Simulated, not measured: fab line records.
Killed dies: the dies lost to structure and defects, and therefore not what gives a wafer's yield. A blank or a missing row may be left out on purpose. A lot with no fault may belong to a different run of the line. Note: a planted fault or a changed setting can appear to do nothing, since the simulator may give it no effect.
Matching of chambers	flow nand_harc	4 sister chambers for NHARC_P_M0_ETCH_34 on rie_diel-02
The step etches the open film in N2/H2, target depth 40 nm, overetch 12 nm, time 43.94 s. 4 wafers are shown with their chamber, then 7 later ones without.

WAFERS WITH THEIR CHAMBER
wafer	chamber	showerhead_plenum_p_Torr (Torr)
L753.1	1	2.07
L766.3	0	2.12
L767.3	2	2.07
L767.4	3	2.13

WAFERS WHOSE CHAMBER IS MISSING
wafer	showerhead_plenum_p_Torr (Torr)
L767.5	2.07
L768.2	2.12
L768.3	2.06
L768.6	2.05
L773.2	2.06
L773.4	2.11
L773.5	2.06

WHICH CHAMBER EACH ONE RAN IN
wafer	from the rows above	in truth
L767.5	can't be placed: 1 or 2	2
L768.2	can't be placed: 0 or 3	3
L768.3	can't be placed: 1 or 2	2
L768.6	can't be placed: 1 or 2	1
L773.2	can't be placed: 1 or 2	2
L773.4	can't be placed: 0 or 3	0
L773.5	can't be placed: 1 or 2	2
Correctly placed: 0 of 7. Unplaceable from these rows: 7, with the true chamber sitting among the candidates in 7. Placed wrongly: 0.
How it was worked out, from the rows above alone: a wafer's distance from a chamber is the root of the sum, over the readings, of the square of ((its reading less the chamber's mean) divided by the reading's scatter). If the next closest chamber is less than 2 further off than the closest, the wafer can't be placed; otherwise it belongs to the closest. The mean given for a chamber averages the wafers shown for that chamber. The scatter: with one shown wafer a chamber, the root of the mean of the squares of how far each hidden wafer lies from its nearest shown one.
